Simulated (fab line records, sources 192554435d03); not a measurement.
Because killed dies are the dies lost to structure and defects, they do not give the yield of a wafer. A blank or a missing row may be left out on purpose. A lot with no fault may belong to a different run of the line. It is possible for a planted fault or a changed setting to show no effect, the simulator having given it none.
Comparing a struck lot with a sound one + flow n5_finfet + 38 steps out of a route of 1938
Sound: the wafers L551.2, L551.3, L551.6. Struck: wafers L567.4, L567.5, L567.6. The cause is given at the end.
For every step that has rows: the tool of each side, followed by ch and its chambers, followed by its first start. Under that, the readings that differ: sound wafers + struck wafers + difference of the means + sigmas: that difference in standard deviations of wafers without a fault.
alike: readings whose means differ by less than 2 such deviations, and words and numbers that are the same on both sides. not compared: withheld readings, readings that some wafer has no value for, bounds like >300 that may hide the same value, and numbers for which the record gives no deviation and whose values overlap.
A row with sigmas, a row that says differs or no value, or rows on one side alone: a step with any of these is where the two part. When numbers do not overlap yet have no deviation, they are printed without sigmas and do not part them. A reading missing from all wafers of one side parts the sides only when that side holds two or more wafers.

first, 9 steps without rows for these wafers: N5_BEOL_M4_EBR_24; N5_BEOL_M4_SOFTBAKE_23 (time 60 s); N5_BEOL_M4_EXPOSE_25 (exposes mask V3, defocus 5 nm); N5_BEOL_M4_PEB_26 (peb time 60 s); N5_BEOL_M4_DEVELOP_27 (develop time 30 s); N5_BEOL_M4_DESCUM_33 (chemistry O2, time 7 s); N5_BEOL_M4_ETCH_77 (etches underlayer in N2/H2, target depth 6.5 nm, time 5.2 s); N5_BEOL_M4_ETCH_69 (etches SiARC in CF4, target depth 15.6 nm, time 26 s); N5_BEOL_M4_ALD_98 (deposits SiO2, target thk 2.5 nm, pulse time 1 s, co reactant pulse time 1 s).
N5_BEOL_M4_ETCHBACK_99: etches SiO2 in CHF3, target depth 5 nm, time 10.4 s.
  sound on rie_diel-01 ch 0,1,2, day 8 07:32; struck on rie_diel-01 ch 0,2,3, day 12 10:22
  alike: drypump_motor_current_A, oes_ar_750_au, oes_product_au, rf_vpp_V, showerhead_plenum_p_Torr, throttle_valve_pct
  not compared: rf_hours_counter_h
then, 27 steps without rows for these wafers: N5_BEOL_M4_ETCH_70 (etches SOC in N2/H2, target depth 80 nm, overetch 24 nm, time 130 s); N5_BEOL_M4_STRIP_71 (strips in N2/H2); N5_BEOL_M4_STRIP_78 (strips in N2/H2); N5_BEOL_M4_VIA_ETCH_34 (etches the open film in C4F6/O2, target depth 69.4 nm, time 65.9 s); N5_BEOL_M4_STRIP_83 (strips in C4F6/O2); N5_BEOL_M4_STRIP_36 (strips in N2/H2); N5_BEOL_M4_TRENCH_ETCH_37 (etches SiOC in C4F6/O2, target depth 55.555 nm, time 29.2 s); N5_BEOL_M4_ETCH_41 (etches SiCN in CH3F/O2, target depth 29.9 nm, time 52.5 s); N5_BEOL_M4_STRIP_97 (strips in N2/H2, time 10 s); N5_BEOL_M4_HM_STRIP_39 (strips TiN in peroxide tin strip, target depth 25 nm, time 158 s); N5_BEOL_M4_SRD_40 (time 30 s); N5_BEOL_M4_PRECLEAN_42 (cleans in residue remover, time 60 s); N5_BEOL_M4_SRD_43 (time 30 s); N5_BEOL_M4_DEGAS_44 (time 60 s); N5_BEOL_M4_PRE_CLEAN_45 (time 30 s); N5_BEOL_M4_ALD_84 (deposits TaN, pulse time 2 s, purge time 3 s, co reactant purge time 2 s); N5_BEOL_M4_SURFACE_TREAT_85; N5_BEOL_M4_CVD_47 (deposits Co from CCTBA/H2, target thk 3 nm, time 223.8 s); N5_BEOL_M4_SPUTTER_48 (material Cu, target thk 4.5 nm, time 8.29 s); N5_BEOL_M4_ANNEAL_49 (time 240 s); N5_BEOL_M4_SPUTTER_79 (material Cu, target thk 4.5 nm, time 8.29 s); N5_BEOL_M4_ANNEAL_80 (time 240 s); N5_BEOL_M4_SPUTTER_81 (material Cu, target thk 4.5 nm, time 8.29 s); N5_BEOL_M4_ANNEAL_82 (time 240 s); N5_BEOL_M4_SPUTTER_86 (material Cu, target thk 4.5 nm, time 8.29 s); N5_BEOL_M4_ANNEAL_87 (time 240 s); N5_BEOL_M4_SPUTTER_88 (material Cu, target thk 4.5 nm, time 8.29 s).
-- record jumps: 5 days separate the struck wafers' starts on either side; left off in module BEOL_M4, taken up again in module PASSIVATION, whose first shown step is the route's number 1936 --
N5_PASSIVATION_PROBE_49:
  sound on prober-02, day 12 20:22; struck on prober-01, day 16 23:56
| reading                  | sound          | struck         | difference | sigmas |
|--------------------------|----------------|----------------|------------|--------|
| defect_limited_yield (%) | 90.4 90.1 91.8 | 81.9 80.6 84.7 | -8.4       | -6     |
| killed_at_M4_up          | 11 13 17       | 136 152 122    | +123       | +24    |
| killed_dies              | 113 117 97     | 214 229 180    | +99        | +6     |
| killed_on_rim            | 14 19 10       | 30 24 29       | +13        | +4     |
| killed_short             | 49 44 34       | 25 31 22       | -16        | -2     |
| sort_bin_5_function (%)  | 5.4 5.6 5.0    | 12.0 11.2 9.2  | +5.5       | +6     |
| sort_n_pass              | 1067 1063 1083 | 966 951 1000   | -99        | -6     |
| sort_yield_pct (%)       | 90.4 90.1 91.8 | 81.9 80.6 84.7 | -8.4       | -6     |
  alike: killed_at_M0_to_M3, killed_at_contacts, killed_at_front_end, killed_at_other, killed_open, sort_bin_4_leakage, sort_bin_6_memory

== WHERE THEY PART ==
Only at N5_PASSIVATION_PROBE_49, within this record.

WHY: what the simulator had put in
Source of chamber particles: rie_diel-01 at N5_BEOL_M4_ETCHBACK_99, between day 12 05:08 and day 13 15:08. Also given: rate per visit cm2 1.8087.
